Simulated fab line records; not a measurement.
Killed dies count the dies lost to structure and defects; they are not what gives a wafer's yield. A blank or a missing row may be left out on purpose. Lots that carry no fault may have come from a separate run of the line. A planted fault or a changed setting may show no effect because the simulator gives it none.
fab line records	flow n5Finfet
record lots=5	wafers=15	lastDay=18
route steps=1938 shown PMOS_HMC_CHANNEL_EPI@62 FIN_SAQP@90 BEOL_M4@1111 PASSIVATION@1936
lots with no fault: from the same line, run without faults
startH: the number of hours between the record's first day and the start of the first shown wafer of the lot	waitH: time in hours since the lot's previous step	" as in the row above	L1.1+2: several wafers, shown together as one row	- no value, or no start given	* or withheld: withheld	< > ~ a bound
route shown NAME@n: names a module that has steps shown in the file, with the first one's number in the route	usual: mean/standard deviation taken from wafers without a fault	same: alike in all rows	chamber/n: place in a boat	sites: the reading at each site	_std_site: the values' standard deviation	_edge_site: mean of outer sites minus mean of inner sites	radiusMm: for every site, how far away it sits from the centre of the wafer	mask NAME#n: copy n	behind: tool/chamber where the wafer was last shaped	hold: reason for holding the lot/hours on hold/outcome of the hold	device: the transistor (n, p or np) that didn't switch	end of line: at the end of the route, the tests of the same wafers	where a step has no rows: the recipe by itself	killed: not the wafer's yield, but the dies lost to structure and defects at the first sort	map: the dies of a wafer, with x for killed, . for not killed, _ for no die there
set.NAME: the setting that was run; set.NAME@STEP: the one run at that earlier step	model.NAME: the simulator's own value behind a step, which no gauge read
lots at some steps of the route; a table a step, a row a wafer
services: the hour from which a tool's chamber was out of use, counted from the record's first day as startH (under 0 if before that day), plus the number of hours and why
## steps
# step N5_PMOS_HMC_CHANNEL_EPI_EXPOSE_06
# recipe maskId=PMOS_HMC_BLK	na=1.35	sourceShape=conventional	sigmaOuter=0.8	polarization=unpolarized	targetCdNm=240	doseMj=41
# step N5_PMOS_HMC_CHANNEL_EPI_PEB_07
# recipe pebTempC=110	pebTimeS=60	resist=CAR-ArF-block
# step N5_PMOS_HMC_CHANNEL_EPI_DEVELOP_08
# recipe developTimeS=30	developer=TMAH	resist=CAR-ArF-block	devTempC=23	rinseLiquid=diw	dry=airSpin
# step N5_PMOS_HMC_CHANNEL_EPI_DESCUM_14
# recipe chemistry=O2	timeS=7.9	sourcePowerW=50	biasPowerW=20	pressureMtorr=20	rfFrequencyHz=2.712e+07	tempC=40	resist=CAR-ArF-block	o2FlowSccm=225
# step N5_PMOS_HMC_CHANNEL_EPI_ETCH_32
# recipe chemistry=N2/H2	target=BARC	stopOn=SiO2	targetDepthA=858	overEtchFrac=0.3	timeS=50.3	ionEnergyEv=200	maskMaterial=CAR-ArF-block	pressureMtorr=30	sourceW=840	biasW=150	n2FlowSccm=200	h2FlowSccm=200
# step N5_PMOS_HMC_CHANNEL_EPI_HM_OPEN_15
# recipe chemistry=CHF3/O2	target=SiO2	maskMaterial=CAR-ArF-block	targetDepthA=406	CHF3_flow_sccm=50	O2_flow_sccm=5	Ar_flow_sccm=200	timeS=20.3	pressureMtorr=30	sourceW=650	biasW=170	ionEnergyEv=200
# step N5_PMOS_HMC_CHANNEL_EPI_STRIP_33
# recipe chemistry=N2/H2	powerW=500	tempC=40	pressureMtorr=50	rfFrequencyHz=6e+07	overashFraction=0.3	biasPowerW=8	h2Frac=0.5	n2FlowSccm=300	h2FlowSccm=300
# step N5_PMOS_HMC_CHANNEL_EPI_STRIP_17
# recipe chemistry=SPM	timeS=750	tempC=130	h2so4H2o2VolRatio=4	dry=ipaMarangoni
# step N5_PMOS_HMC_CHANNEL_EPI_ETCH_38
# recipe chemistry=CF4	target=SiO2	targetDepthA=15	ionEnergyEv=350	pressureMtorr=10	icpW=800	biasW=400	cf4FlowSccm=80
# step N5_PMOS_HMC_CHANNEL_EPI_FIN_RECESS_16
# recipe chemistry=HBr/Cl2	target=Si	maskMaterial=SiO2	targetDepthA=540	timeS=18	pressureMtorr=10	icpW=800	biasW=75	HBr_flow_sccm=150	Cl2_flow_sccm=80
# usual HBr_flow_sccm=149.9/0.43	biasW=75.01/0.22	drypumpMotorCurrentA=5.8/0.48	oesProductAu=0.996/0.015	throttleValvePct=35.6/0.54
lot.wafer	tool	chamber	startH	waitH	HBr_flow_sccm	biasW	drypumpMotorCurrentA	oesProductAu	rfHoursCounterH	throttleValvePct	model.SiO2_of_PMOS_HMC_CHANNEL_EPI_HM_DEP_34.thkNm
L989.1	rieSi-03	1	65.79	0.0	149.6	75.14	5.8	1.002	140	35.0	30.39
L989.3	"	0	"	"	150.1	74.71	6.4	1.002	41	35.6	30.58
L989.6	"	2	"	"	149.5	74.88	6.1	1.006	-	36.6	30.44
L998.3	rieSi-03	2	120.03	0.0	-	-	-	-	-	-	33.76
L998.5	"	0	"	"	-	-	-	-	-	-	34.92
L998.6	"	1	"	"	-	-	-	-	-	-	34.3
L999.4	rieSi-03	0	125.89	0.0	-	-	-	-	-	-	34.92
L999.5	"	2	"	"	-	-	-	-	-	-	35.24
L999.6	"	3	"	"	-	-	-	-	-	-	34.7
L100.2	rieSi-03	1	132.97	0.0	-	-	-	-	-	-	33.82
L100.5	"	2	"	"	-	-	-	-	-	-	34.9
L100.6	"	3	"	"	-	-	-	-	-	-	35.19
L104.3	rieSi-02	1	156.24	0.0	149.9	74.92	5.3	1.008	36	35.9	30.81
L104.4	"	3	"	"	149.4	74.70	6.6	0.977	122	36.0	30.7
L104.6	"	2	"	"	149.2	74.76	6.0	0.984	-	35.3	31.35
# step N5_PMOS_HMC_CHANNEL_EPI_PRECLEAN_36
# recipe chemistry=O3/DIW	timeS=45	tempC=22	o3Ppm=10
# step N5_PMOS_HMC_CHANNEL_EPI_PRECLEAN_18
# recipe chemistry=DHF	timeS=30	tempC=25	dilution=withheld
lot.wafer	tool	chamber	startH	waitH	model.SiO2_of_PMOS_HMC_CHANNEL_EPI_HM_DEP_34.thkNm
L989.1	wetBench-01	2	65.91	0.0	24.72
L989.3	"	3	"	"	24.92
L989.6	"	4	"	"	24.78
L998.3	wetBench-01	7	120.15	0.0	28.23
L998.5	"	5	"	"	29.39
L998.6	"	4	"	"	28.79
L999.4	wetBench-06	7	126.02	0.0	29.38
L999.5	"	4	"	"	29.68
L999.6	"	1	"	"	29.15
L100.2	wetBench-01	5	133.10	0.0	28.25
L100.5	"	4	"	"	29.34
L100.6	"	3	"	"	29.66
L104.3	wetBench-05	2	156.35	0.0	25.22
L104.4	"	5	"	"	25.08
L104.6	"	4	"	"	25.76
# step N5_PMOS_HMC_CHANNEL_EPI_SRD_19
# recipe dry=ipaMarangoni	doPpb=5	timeS=30	tempC=23	rinseLiquid=diw
# step N5_PMOS_HMC_CHANNEL_EPI_EPI_20
# recipe material=SiGe30	maskMaterial=SiO2	pressureTorr=20	targetThkA=590	tempC=600
# step N5_PMOS_HMC_CHANNEL_EPI_HM_STRIP_35
# recipe chemistry=dHF	tempC=25	material=SiO2	target=SiO2	targetDepthA=396	timeS=216
# step N5_PMOS_HMC_CHANNEL_EPI_SRD_39
# recipe dry=ipaMarangoni	timeS=30	tempC=23	rinseLiquid=diw
# step N5_PMOS_HMC_CHANNEL_EPI_CMP_21
# recipe material=SiGe30	postCmpClean=alkalineBrush	targetThkNm=54
# step N5_PMOS_HMC_CHANNEL_EPI_PRECLEAN_40
# recipe chemistry=DHF	timeS=30	tempC=25	dilution=withheld
# step N5_PMOS_HMC_CHANNEL_EPI_PRECLEAN_37
# recipe chemistry=O3/DIW	timeS=45	tempC=22	o3Ppm=10
# step N5_PMOS_HMC_CHANNEL_EPI_PRECLEAN_24
# recipe chemistry=DHF	timeS=30	tempC=25	dilution=withheld
# step N5_PMOS_HMC_CHANNEL_EPI_SRD_25
# recipe dry=ipaMarangoni	doPpb=5	timeS=30	tempC=23	rinseLiquid=diw
# step N5_PMOS_HMC_CHANNEL_EPI_EPI_26
# recipe material=Si	targetThkA=38	tempC=650	precursor=SiH4/H2	pressureTorr=20	timeS=22.7
# step N5_FIN_SAQP_PRECLEAN_42
# recipe chemistry=O3/DIW	timeS=60	tempC=22	o3Ppm=10
# step N5_FIN_SAQP_PRECLEAN_00
# recipe chemistry=SC1	timeS=60	tempC=55	mix=1:2:50
# step N5_FIN_SAQP_PRECLEAN_44
# recipe chemistry=SC2	timeS=45	tempC=35	mix=1:1:50
# step N5_FIN_SAQP_SRD_01
# recipe dry=ipaMarangoni	timeS=30	tempC=23	rinseLiquid=diw
# step N5_FIN_SAQP_ALD_61
# recipe material=SiO2	targetThkA=40	tempC=300	aldPrecursorFamily=BDEAS	aldCoReactant=O2-plasma	pulseTimeS=1	purgeTimeS=2	coReactantPurgeTimeS=2	aldCycles=43	pressureTorr=2
# step N5_FIN_SAQP_DENSIFY_62
# recipe tempC=700	timeS=60	ambient=N2	idleTempC=600	rampUpCPerS=150	rampDownCPerS=60	coolToC=600
# step N5_FIN_SAQP_HM_DEP_03
# recipe material=SiNx	targetThkA=380	tempC=400	precursor=SiH4/NH3/N2	pressureTorr=1.5	rfW=300	timeS=33.6
# step N5_FIN_SAQP_PECVD_47
# recipe material=a-Si	targetThkA=450	tempC=400	precursor=SiH4/He	pressureTorr=3	rfW=100	timeS=36.3
# step N5_FIN_SAQP_PECVD_48
# recipe material=SiNx	targetThkA=250	tempC=400	precursor=SiH4/NH3/N2	pressureTorr=1.5	rfW=300	timeS=22.1
# step N5_FIN_SAQP_PECVD_06
# recipe material=a-Si	targetThkA=600	tempC=400	precursor=SiH4/He	pressureTorr=3	rfW=100	timeS=48.1
# step N5_FIN_SAQP_HM_DEP_72
# recipe material=SiO2	targetThkA=120	tempC=400	precursor=SiH4/N2O	pressureTorr=0.75	rfW=275	timeS=7.2
# step N5_FIN_SAQP_COAT_49
# recipe resist=SOC	tempC=250	timeS=60	spinRpm=1500	resistThkNm=100
# step N5_FIN_SAQP_OVL_MEAS_17
# recipe pointsPerWafer=44
# usual FIN_CORE_OVL=0.2/0.91
lot.wafer	tool	chamber	startH	waitH	FIN_CORE_OVL[nm]
L989.1	overlay-01	0	69.74	0.1	0.8
L989.3	"	0	"	"	1.0
L989.6	"	0	"	"	2.0
L998.3	overlay-01	0	124.07	0.0	-
L998.5	"	0	"	"	-
L998.6	"	0	"	"	-
L999.4	overlay-02	0	131.17	0.0	-
L999.5	"	0	"	"	-
L999.6	"	0	"	"	-
L100.2	overlay-01	0	137.15	0.0	-
L100.5	"	0	"	"	-
L100.6	"	0	"	"	-
L104.3	overlay-01	0	160.18	0.0	1.8
L104.4	"	0	"	"	1.5
L104.6	"	0	"	"	-0.2
# step N5_BEOL_M4_RC_MEAS_101
# usual DIBL_N=36.0/2.5	DIBL_P=36.2/3	IOFF_N=0.16/0.044	IOFF_P=0.21/0.049	IOFF_P_85C=3.7/0.7	IOFF_P_LIN=0.100/0.017	IOFF_P_LONG=0.000106/1e-05	ION_N=671/15	ION_P=461/8.7	REXT_P=100.4/2.3	SS_N=71.5/0.72	SS_P=73.4/0.9	VT_N=251/4.4	VT_P=-250/4	VT_P_LONG=-275.2/2.8	VT_P_LVT=-99/3.9
lot.wafer	tool	chamber	startH	waitH	DIBL_N[mV/V]	DIBL_P[mV/V]	IOFF_N[nA/um]	IOFF_P[nA/um]	IOFF_P_85C[nA/um]	IOFF_P_LIN[nA/um]	IOFF_P_LONG[nA/um]	ION_N[uA/um]	ION_P[uA/um]	REXT_P[ohm.um]	SS_N[mV/dec]	SS_P[mV/dec]	VT_N[mV]	VT_P[mV]	VT_P_LONG[mV]	VT_P_LVT[mV]
L989.1	prober-01	0	222.53	0.0	38.7	38.9	0.19	0.24	4.1	0.107	9.4e-05	689	472	99.0	72.0	75.0	250	-251	-277.4	-98
L989.3	"	0	"	"	31.1	28.8	0.08	0.11	2.1	0.062	9.3e-05	635	434	101.0	70.0	71.6	260	-260	-278.6	-107
L989.6	"	0	"	"	39.4	39.3	0.20	0.25	4.2	0.110	9.2e-05	676	463	98.7	72.0	75.2	248	-250	-278.4	-97
L999.4	prober-01	0	286.28	0.5	35.8	56.7	0.17	0.00	0.1	0.001	2.6e-05	678	116	79.8	72.0	76.6	249	-414	-492.4	-262
L999.5	"	0	"	"	35.5	54.5	0.18	0.00	0.0	0.000	2.5e-05	682	116	81.1	71.5	76.5	249	-419	-499.4	-269
L999.6	"	0	"	"	34.7	56.6	0.14	0.00	0.1	0.001	3e-05	664	115	78.1	70.9	76.8	252	-415	-496.7	-265
L100.2	prober-01	0	286.90	0.6	33.0	52.4	0.11	0.00	0.0	0.000	2.8e-05	652	112	79.5	70.0	75.0	252	-424	-497.2	-269
L100.5	"	0	"	"	33.3	53.1	0.11	0.00	0.0	0.000	3e-05	665	116	78.1	71.3	74.8	255	-422	-493.6	-268
L100.6	"	0	"	"	36.1	53.8	0.15	0.00	0.0	0.000	2.5e-05	668	112	79.5	72.4	75.9	252	-421	-500.2	-265
L998.3	prober-02	0	301.99	0.3	41.1	63.3	0.24	0.00	0.1	0.001	3.1e-05	691	118	80.1	72.4	78.6	242	-409	-496.0	-257
L998.5	"	0	"	"	38.0	57.9	0.17	0.00	0.1	0.000	2.7e-05	679	113	80.0	71.8	77.9	250	-423	-498.2	-265
L998.6	"	0	"	"	41.0	62.2	0.23	0.00	0.1	0.001	3e-05	688	118	79.3	72.8	77.9	244	-413	-494.7	-258
L104.3	prober-02	0	319.01	0.3	30.4	29.3	0.07	0.10	2.0	0.056	8.2e-05	638	438	104.3	70.0	71.8	261	-263	-281.8	-113
L104.4	"	0	"	"	35.3	35.9	0.12	0.18	3.2	0.084	9.4e-05	662	456	100.4	71.2	73.4	256	-255	-280.2	-104
L104.6	"	0	"	"	33.7	33.6	0.11	0.14	2.7	0.073	9.1e-05	660	453	105.4	71.0	73.0	256	-258	-278.2	-109
# step N5_PASSIVATION_PROBE_49
# usual defectLimitedYield=91.7/1.4	killed_at_M0_to_M3=31/11	killed_at_M4_up=13/4.6	killedAtContacts=13/6.7	killedAtFrontEnd=39/9.6	killedAtOther=3.5/2.8	killedDies=98/16	killedOpen=64/11	killedShort=33/8.5	sort_bin_5_function=4.9/0.96	sort_bin_6_memory=3.1/0.59	sort_bin_8_speed=0.2/1.3	sortNPass=1080/23	sortYieldPct=91.5/1.9
# same grossDies=1180	killedAtBackSide=0	sort_bin_4_leakage[%]=0
lot.wafer	tool	chamber	startH	waitH	defectLimitedYield[%]	killed_at_M0_to_M3	killed_at_M4_up	killedAtContacts	killedAtFrontEnd	killedAtOther	killedDies	killedOpen	killedShort	sort_bin_5_function[%]	sort_bin_6_memory[%]	sort_bin_8_speed[%]	sortNPass	sortYieldPct[%]
L999.4	prober-02	-	388.06	0.2	91.9	32	9	3	43	8	95	62	32	5.4	2.5	91.9	0	0
L999.5	prober-02	-	388.11	0.2	92.4	32	9	12	33	4	90	64	26	4.2	3.3	92.4	0	0
L999.6	prober-02	-	388.16	0.3	92.3	29	11	18	21	12	91	62	28	4.7	2.5	92.3	0	0
L100.2	prober-02	-	393.09	0.1	91.3	41	8	14	34	6	103	64	38	5.3	3.1	91.3	0	0
L100.5	prober-02	-	393.24	0.2	92.0	26	12	16	36	4	94	58	35	5.1	2.6	92.0	0	0
L100.6	prober-02	-	393.29	0.3	92.0	20	13	21	35	5	94	60	32	4.2	3.2	92.0	0	0
L998.3	prober-01	-	409.37	0.1	89.6	43	14	12	52	2	123	79	43	5.9	4.2	89.6	0	0
L998.5	prober-01	-	409.47	0.2	87.7	60	13	13	56	3	145	83	60	7.0	4.6	87.7	0	0
L998.6	prober-01	-	409.52	0.3	87.6	76	9	9	46	6	146	85	61	8.0	3.8	87.6	0	0
# killed by level:class
L999.4 FIN_SAQP:geometricParticle:open=12 BEOL_M0_SAQP:geometricParticle:short=10 BEOL_M3:geometricParticle:open=8 STI_FIN_REVEAL:geometricParticle:open=7 BEOL_M0_SAQP:geometricParticle:open=7 DUMMY_GATE:geometricParticle:open=5 BEOL_M4:geometricParticle:open=5 MIM_TOP:geometricParticle:short=5
L999.5 MOL_CONTACT_COAG:geometricParticle:open=11 STI_FIN_REVEAL:geometricParticle:open=10 BEOL_M3:geometricParticle:open=8 BEOL_M0_SAQP:geometricParticle:short=7 BEOL_M1:geometricParticle:open=7 BEOL_M0_SAQP:geometricParticle:open=5 FIN_SAQP:geometricParticle:short=4 FIN_SAQP:geometricParticle:open=4
L999.6 MOL_CONTACT_COAG:geometricParticle:open=15 FIN_SAQP:geometricParticle:open=7 BEOL_M0_SAQP:geometricParticle:open=6 BEOL_M0_SAQP:geometricParticle:short=6 BEOL_M2:geometricParticle:open=6 BEOL_M4:geometricParticle:open=5 BEOL_M2:geometricParticle:short=4 BEOL_M3:geometricParticle:open=4
L100.2 BEOL_M0_SAQP:geometricParticle:short=14 MOL_CONTACT_COAG:geometricParticle:open=10 BEOL_M0_SAQP:geometricParticle:open=7 DUMMY_GATE:geometricParticle:open=6 BEOL_M1:geometricParticle:open=6 BEOL_M3:geometricParticle:open=5 STI_FIN_REVEAL:geometricParticle:open=4 GATE_CUT:geometricParticle:short=4
L100.5 MOL_CONTACT_COAG:geometricParticle:open=14 STI_FIN_REVEAL:geometricParticle:open=8 FIN_SAQP:geometricParticle:short=7 BEOL_M0_SAQP:geometricParticle:short=7 BEOL_M0:geometricParticle:open=6 BEOL_M0_SAQP:geometricParticle:open=5 ILD0:geometricParticle:short=3 ILD0:geometricParticle:open=3
L100.6 MOL_CONTACT_COAG:geometricParticle:open=13 STI_FIN_REVEAL:geometricParticle:open=10 MOL_CONTACT_COAG:geometricParticle:short=8 GATE_CUT:geometricParticle:short=7 BEOL_M0_SAQP:geometricParticle:open=5 FIN_SAQP:geometricParticle:open=4 BEOL_M3:geometricParticle:open=4 BEOL_M4:geometricParticle:open=4
L998.3 FIN_SAQP:geometricParticle:short=16 FIN_SAQP:geometricParticle:open=12 STI_FIN_REVEAL:geometricParticle:open=10 MOL_CONTACT_COAG:geometricParticle:open=10 BEOL_M0_SAQP:geometricParticle:open=9 BEOL_M3:geometricParticle:open=9 BEOL_M1:geometricParticle:open=8 BEOL_M2:geometricParticle:open=6
L998.5 BEOL_M0_SAQP:geometricParticle:open=19 BEOL_M0_SAQP:geometricParticle:short=16 STI_FIN_REVEAL:geometricParticle:open=11 GATE_CUT:geometricParticle:short=11 FIN_SAQP:geometricParticle:short=9 FIN_SAQP:geometricParticle:open=8 MOL_CONTACT_COAG:geometricParticle:open=7 MOL_CONTACT_COAG:geometricParticle:short=6
L998.6 BEOL_M0_SAQP:geometricParticle:open=22 BEOL_M0_SAQP:geometricParticle:short=17 FIN_SAQP:geometricParticle:open=12 FIN_SAQP:geometricParticle:short=11 BEOL_M2:geometricParticle:short=10 BEOL_M3:geometricParticle:open=9 MOL_CONTACT_COAG:geometricParticle:open=7 STI_FIN_REVEAL:geometricParticle:open=6
# map L998.6 (x killed, . not)
_________________.......x....________________
______________....x............._____________
___________.x.........x..x..xxx.x.x__________
__________.........x....x.........x._________
________......x......................._______
_______.x....x.........................______
______...................x..x.........xx_____
_____.x...................x............x.____
____x.............x.....x.x.........xx....___
___..x..xx..................x....x.x......x__
___..........x...x......x.....x............__
__.x..........x..x.........x..........x....._
__......x..x..xxx...........x..........xx..._
_..x...x............x...............x......x.
_........x.....x.xx..................x.......
_........x..x....x............x.........xx...
_............x....x....x.................x...
_...........x.............x.......x...x....x.
_..x...........x........x.......x..........x.
_............x...x..........x................
_.x......x...........xx.x.x.x......x........x
__...x.................x.........x.x...x.x.._
__....x.........................x..........x_
___..x....x..x.x...........x.x..xx.........__
___.x...........................x.........x__
____............x.............x.x..x.x....___
_____........x....................x......____
______x.....x.........x...........x..xx._____
_______.......x..................x.x.x.______
________x.......x....xx....x...x......_______
__________..........x..............x_________
___________...............x....x...__________
______________x........x.....x.._____________
_________________...........x________________
# map L999.4 (x killed, . not)
_________________............________________
______________............x....._____________
___________....x.x........x........__________
__________...................x......_________
________.x...............xx..........x_______
_______....................x..........x______
______.................................._____
_____......................x......x......____
____....................x..x..........x...___
___.....................................x..__
___.................x...x.....x............__
__.......x.........x.......x.........x......_
__......x..x.............................x.._
_......x...x............x.........x..........
_.........x..................x...............
_.xx.................x..x....................
_.....x..........x..............x...x........
_.....x..x...........x....................x..
_....................................x.......
_.x.............x.............x..............
_....................x...........x.........x.
__...x...x.........x...x...................._
__..........x.x.............x....x.....x..x._
___..x.xx........x.................x...x...__
___..x................xx...................__
____.......x.x.......x......x.............___
_____....................................____
______...................x...x.........._____
_______...x...x..x......x..............______
________...x.........x..xxxx......x..._______
__________...........xx.xx......x..._________
___________.........x..............__________
______________.................._____________
_________________.x..........________________
## services
tool	chamber	startH	hours	kind
wetBench-06	-	59.52	1.9	pm
rieSi-02	0	119.99	15.0	repair
wetBench-01	-	131.33	1.1	repair
## key
firstSign step=N5_PMOS_HMC_CHANNEL_EPI_FIN_RECESS_16	reading=toolRecord	direction=missing
effect step=N5_FIN_SAQP_OVL_MEAS_17	reading=FIN_CORE_OVL	direction=missing
effect step=N5_BEOL_M4_RC_MEAS_101	reading=VT_P_LONG	direction=down	sigmas=78	usual=-275.2	struck=-496.5
effect step=N5_BEOL_M4_RC_MEAS_101	reading=VT_P	direction=down	sigmas=42	usual=-250	struck=-418
effect step=N5_BEOL_M4_RC_MEAS_101	reading=VT_P_LVT	direction=down	sigmas=42	usual=-99	struck=-264
effect step=N5_BEOL_M4_RC_MEAS_101	reading=ION_P	direction=down	sigmas=40	usual=461	struck=115
effect step=N5_BEOL_M4_RC_MEAS_101	reading=REXT_P	direction=down	sigmas=9	usual=100.4	struck=79.5
effect step=N5_BEOL_M4_RC_MEAS_101	reading=IOFF_P_LONG	direction=down	sigmas=7.8	usual=0.000106	struck=2.8e-05
effect step=N5_BEOL_M4_RC_MEAS_101	reading=DIBL_P	direction=up	sigmas=6.9	usual=36.2	struck=56.7
effect step=N5_BEOL_M4_RC_MEAS_101	reading=IOFF_P_LIN	direction=down	sigmas=5.8	usual=0.100	struck=0.001
effect step=N5_BEOL_M4_RC_MEAS_101	reading=IOFF_P_85C	direction=down	sigmas=5.1	usual=3.7	struck=0.1
effect step=N5_BEOL_M4_RC_MEAS_101	reading=IOFF_P	direction=down	sigmas=4.4	usual=0.21	struck=0.00
effect step=N5_BEOL_M4_RC_MEAS_101	reading=SS_P	direction=up	sigmas=3.7	usual=73.4	struck=76.7
effect step=N5_PASSIVATION_PROBE_49	reading=sort_bin_8_speed	direction=up	sigmas=68	usual=0.2	struck=90.8
modelEffect step=N5_PMOS_HMC_CHANNEL_EPI_FIN_RECESS_16	value=SiO2_of_PMOS_HMC_CHANNEL_EPI_HM_DEP_34.thkNm	without=30.52	struck=34.64
modelEffect step=N5_PMOS_HMC_CHANNEL_EPI_PRECLEAN_18	value=SiO2_of_PMOS_HMC_CHANNEL_EPI_HM_DEP_34.thkNm	without=24.98	struck=29.1
metAt N5_PMOS_HMC_CHANNEL_EPI_FIN_RECESS_16
struckWafers L998.3,L998.5,L998.6,L999.4,L999.5,L999.6,L100.2,L100.5,L100.6
onsetBetween 65.79 120.03
fault kind=skippedStepWhole	tool=rieSi-03	chamber=-	onsetH=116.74	steps=N5_PMOS_HMC_CHANNEL_EPI_FIN_RECESS_16	scope=struckLotsOnly
